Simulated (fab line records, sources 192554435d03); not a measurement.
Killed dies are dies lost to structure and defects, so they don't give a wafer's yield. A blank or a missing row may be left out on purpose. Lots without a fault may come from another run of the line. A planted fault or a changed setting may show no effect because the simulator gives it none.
Which tool did it? | flow n5_finfet | 11 lots, 30 wafers sampled, at 6 steps of a route of 1938

WHAT THE GAUGES READ, wafer by wafer
N5_BEOL_M4_RC_MEAS_101. Usual: DIBL_N 36.3 mV/V, standard deviation 1.6; DIBL_P 36.2 mV/V, standard deviation 2.1; IOFF_N 0.16 nA/um, standard deviation 0.031; IOFF_P 0.21 nA/um, standard deviation 0.034; ION_N 673 uA/um, standard deviation 11; ION_P 461 uA/um, standard deviation 7.4; SS_N 71.6 mV/dec, standard deviation 0.55; SS_P 73.3 mV/dec, standard deviation 0.66; VT_N 251 mV, standard deviation 3.2; VT_P -251 mV, standard deviation 3.5.
lot  | measured     | on        | DIBL_N (mV/V)  | DIBL_P (mV/V)  | IOFF_N (nA/um) | IOFF_P (nA/um) | ION_N (uA/um) | ION_P (uA/um) | SS_N (mV/dec)  | SS_P (mV/dec)  | VT_N (mV)   | VT_P (mV)      | flag
L197 | day 7 15:59  | prober-02 | 36.3 36.8 38.4 | 36.0 36.5 37.9 | 0.14 0.14 0.17 | 0.21 0.21 0.25 | 683 665 676   | 471 462 464   | 71.0 71.5 71.2 | 73.8 73.4 74.0 | 254 253 250 | -254 -253 -251 |
L198 | day 7 19:15  | prober-02 | 33.4 35.0      | 33.4 36.1      | 0.12 0.15      | 0.15 0.20      | 664 661       | 452 453       | 70.8 71.6      | 72.9 73.3      | 258 249     | -254 -251      |
L199 | day 8 12:02  | prober-01 | 37.1 34.0 35.2 | 37.1 33.1 35.2 | 0.18 0.12 0.15 | 0.21 0.16 0.18 | 673 648 679   | 458 447 456   | 72.1 71.8 72.0 | 74.2 72.7 73.1 | 248 254 250 | -250 -255 -254 |
L200 | day 8 17:03  | prober-02 | 36.0 38.8 38.9 | 35.8 39.2 39.4 | 0.14 0.20 0.19 | 0.22 0.28 0.28 | 661 679 675   | 460 467 473   | 72.0 71.9 72.2 | 73.4 74.3 74.7 | 255 249 248 | -250 -244 -244 |
L202 | day 9 00:52  | prober-01 | 39.4 39.9 40.0 | 39.1 40.1 39.6 | 0.25 0.24 0.26 | 0.27 0.28 0.28 | 681 683 683   | 460 461 464   | 72.0 72.9 72.5 | 74.2 74.2 73.5 | 244 245 246 | -247 -247 -248 |
L203 | day 9 13:11  | prober-01 | 34.9 36.1      | 34.1 35.5      | 0.12 0.14      | 0.17 0.18      | 655 669       | 452 454       | 70.8 71.9      | 72.7 72.6      | 253 255     | -255 -254      |
L204 | day 9 17:47  | prober-01 | 34.9 35.7      | 32.9 33.0      | 0.12 0.14      | 0.18 0.19      | 653 677       | 457 462       | 71.0 70.8      | 73.2 72.8      | 255 251     | -252 -253      |
L206 | day 9 19:12  | prober-01 | 34.6 36.0 35.9 | 34.2 36.7 36.5 | 0.14 0.18 0.17 | 0.17 0.20 0.20 | 675 683 694   | 458 469 469   | 71.9 71.6 72.3 | 73.1 73.8 74.3 | 252 249 249 | -255 -251 -252 |
L207 | day 10 06:25 | prober-01 | 35.0 37.7 36.8 | 33.8 36.7 34.5 | 0.13 0.19 0.15 | 0.17 0.21 0.18 | 672 676 661   | 456 456 453   | 70.8 72.4 71.7 | 72.5 73.1 72.5 | 256 249 253 | -254 -251 -254 |
L216 | day 12 09:29 | prober-01 | 36.9 33.8 36.6 | 37.1 33.7 37.1 | 0.16 0.11 0.16 | 0.18 0.13 0.17 | 670 662 682   | 454 446 459   | 71.6 70.9 71.5 | 73.1 72.7 73.2 | 251 256 249 | -258 -262 -258 |
L218 | day 13 07:39 | prober-01 | 34.2 37.2 36.9 | 32.7 37.0 36.4 | 0.10 0.15 0.14 | 0.14 0.19 0.19 | 656 667 666   | 455 456 463   | 70.4 71.2 71.6 | 71.8 72.6 72.9 | 257 251 252 | -254 -253 -255 |

N5_BEOL_M6_RS_MEAS_57: measures by four-point-probe. Usual: M6_RS 0.288 ohm/sq, standard deviation 0.0089.
lot  | measured     | on            | M6_RS (ohm/sq)    | flag
L197 | day 8 14:22  | film_metro-02 | 0.273 0.289 0.276 |
L198 | day 8 15:13  | film_metro-02 | 0.285 0.283       |
L199 | day 9 04:56  | film_metro-01 | 0.286 0.297 0.292 |
L200 | day 9 17:52  | film_metro-01 | 0.277 0.299 0.299 |
L202 | day 9 21:58  | film_metro-01 | 0.291 0.294 0.269 |
L203 | day 10 08:40 | film_metro-01 | 0.273 0.290       |
L204 | day 10 15:37 | film_metro-01 | 0.276 0.292       |
L206 | day 10 17:14 | film_metro-02 | 0.291 0.276 0.301 |
L207 | day 11 02:55 | film_metro-02 | 0.292 0.272 0.291 |
L216 | day 13 04:54 | film_metro-01 | 0.297 0.294 0.300 |
L218 | day 14 01:48 | film_metro-02 | 0.295 0.283 0.276 |

N5_BEOL_M6_INSPECT_58: inspects for defects (darkfield). Usual: raw_defect_count 66, standard deviation 19.
lot  | measured     | on                | raw_defect_count | flag
L197 | day 8 14:24  | defect_inspect-01 | 39 74 45         |
L198 | day 8 15:15  | defect_inspect-01 | 100 78           |
L199 | day 9 04:57  | defect_inspect-01 | 53 75 87         |
L200 | day 9 17:53  | defect_inspect-02 | 77 48 82         |
L202 | day 9 21:59  | defect_inspect-01 | 44 73 57         |
L203 | day 10 08:42 | defect_inspect-01 | 50 55            |
L204 | day 10 15:39 | defect_inspect-02 | 76 77            |
L206 | day 10 17:16 | defect_inspect-01 | 47 58 85         |
L207 | day 11 02:56 | defect_inspect-01 | 61 92 67         |
L216 | day 13 04:56 | defect_inspect-01 | 48 41 50         |
L218 | day 14 01:49 | defect_inspect-02 | 80 45 54         |

N5_BEOL_M7_CD_MEAS_11: target cd 38.5 nm. Usual: cd_nm 38.6 nm, standard deviation 0.5.
lot  | measured     | on        | cd_nm (nm)     | flag
L197 | day 8 15:52  | cd_sem-01 | 38.1 37.8 38.6 |
L198 | day 8 16:21  | cd_sem-03 | 38.5 38.2      |
L199 | day 9 08:29  | cd_sem-01 | 38.8 39.0 38.9 |
L200 | day 9 20:10  | cd_sem-03 | 38.1 38.4 37.7 |
L202 | day 9 23:46  | cd_sem-03 | 38.6 37.5 38.4 |
L203 | day 10 10:07 | cd_sem-01 | 38.4 37.7      |
L204 | day 10 17:25 | cd_sem-03 | 37.9 38.2      |
L206 | day 10 18:56 | cd_sem-02 | 38.0 37.8 37.7 |
L207 | day 11 06:20 | cd_sem-01 | 39.4 38.8 38.7 |
L216 | day 13 06:47 | cd_sem-02 | 38.7 38.7 38.7 |
L218 | day 14 03:26 | cd_sem-01 | 38.7 37.9 38.5 |

N5_BEOL_M7_CD_MEAS_28: target cd 40 nm. Usual: cd_nm 39.92 nm, standard deviation 0.26.
lot  | measured     | on        | cd_nm (nm)        | flag
L197 | day 8 17:53  | cd_sem-03 | 39.51 40.39 40.10 |
L198 | day 8 17:58  | cd_sem-02 | 40.01 39.80       |
L199 | day 9 12:20  | cd_sem-02 | 39.98 40.41 40.07 |
L200 | day 9 21:05  | cd_sem-02 | 39.94 39.80 39.99 |
L202 | day 10 01:00 | cd_sem-03 | 39.95 39.71 39.90 |
L203 | day 10 11:16 | cd_sem-01 | 40.03 39.85       |
L204 | day 10 19:31 | cd_sem-02 | 39.88 40.22       |
L206 | day 10 19:59 | cd_sem-02 | 39.27 39.62 40.14 |
L207 | day 11 08:31 | cd_sem-01 | 39.42 39.82 39.90 |
L216 | day 13 08:02 | cd_sem-01 | 33.44 30.81 31.82 | OFF
L218 | day 14 07:51 | cd_sem-03 | 39.83 39.43 39.98 |

WHICH TOOL RAN EACH LOT (tool, then ch and the chambers of the sampled wafers, then the start)
lot  | N5_BEOL_M7_EXPOSE_25
L197 | euv_scanner-02 ch 0, day 8 17:46
L198 | euv_scanner-02 ch 0, day 8 17:50
L199 | euv_scanner-02 ch 0, day 9 12:13
L200 | euv_scanner-02 ch 0, day 9 20:58
L202 | euv_scanner-02 ch 0, day 10 00:52
L203 | euv_scanner-01 ch 0, day 10 11:10
L204 | euv_scanner-02 ch 0, day 10 19:23
L206 | euv_scanner-02 ch 0, day 10 19:52
L207 | euv_scanner-01 ch 0, day 11 08:23
L216 | euv_scanner-01 ch 0, day 13 07:55
L218 | euv_scanner-02 ch 0, day 14 07:44
- N5_BEOL_M7_EXPOSE_25: exposes mask V6, target cd 40 nm.

WHAT THE TOOLS THEMSELVES READ (means of the sampled wafers that have a number; where no wafer has one, the mark that the record gives instead)
N5_BEOL_M7_EXPOSE_25. Usual: exposure_dose_mJ_cm2 42.48, standard deviation 0.038; stage_msd_nm 0.912 nm, standard deviation 0.011.
lot  | tool           | exposure_dose_mJ_cm2 | stage_msd_nm (nm) | flag
L197 | euv_scanner-02 | 42.46                | 0.926             |
L198 | euv_scanner-02 | 42.46                | 0.923             |
L199 | euv_scanner-02 | 42.47                | 0.924             |
L200 | euv_scanner-02 | 42.46                | 0.925             |
L202 | euv_scanner-02 | 42.46                | 0.922             |
L203 | euv_scanner-01 | 42.48                | 0.891             |
L204 | euv_scanner-02 | 42.48                | 0.923             |
L206 | euv_scanner-02 | 42.48                | 0.921             |
L207 | euv_scanner-01 | 42.48                | 0.896             |
L216 | euv_scanner-01 | 46.03                | 0.911             | OFF
L218 | euv_scanner-02 | 42.49                | 0.912             |

THE ANSWER, worked out from the rows above alone
Rule: a lot is off if the mean of its wafers that have a number lies more than 3 standard deviations from the usual mean. A lot without any number at a reading at which 4 lots or more have one is off too. The other lots that the step has rows for count as sound. The gauges are gone through in route order, then the tools' own readings, and for those a lot's mean is taken as printed above. The first step at which some lot is off is used, and at that step the reading that is off furthest; a lot without a number counts as furthest.
Off: L216, at N5_BEOL_M7_CD_MEAS_28 (cd_nm).
A tool fits if, at a process step before that reading, it ran every lot that is off, and no sound lot after the first of them. The gauges at N5_BEOL_M7_CD_MEAS_28 aren't tried: what is off there is off at N5_BEOL_M7_EXPOSE_25 too, on other tools, and a gauge's error can't cause that. One fits: euv_scanner-01 at N5_BEOL_M7_EXPOSE_25. Its last sound lot is L207 (day 11 08:23), its first lot that is off L216 (day 13 07:55): a fault that began between those two fits.
The tool's own readings at N5_BEOL_M7_EXPOSE_25 bear it out: on the lots that are off they differ by more than 5 times the standard deviation of the sound lots' means. exposure_dose_mJ_cm2 reads 46.03 there against 42.47 on the sound lots.

WHAT THE SIMULATOR HAD PUT IN
Process parameter drift: euv_scanner-01, from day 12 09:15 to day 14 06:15, at N5_BEOL_M7_EXPOSE_25. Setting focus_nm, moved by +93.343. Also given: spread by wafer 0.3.
Lots struck among those shown: L216. The rule above found the same.
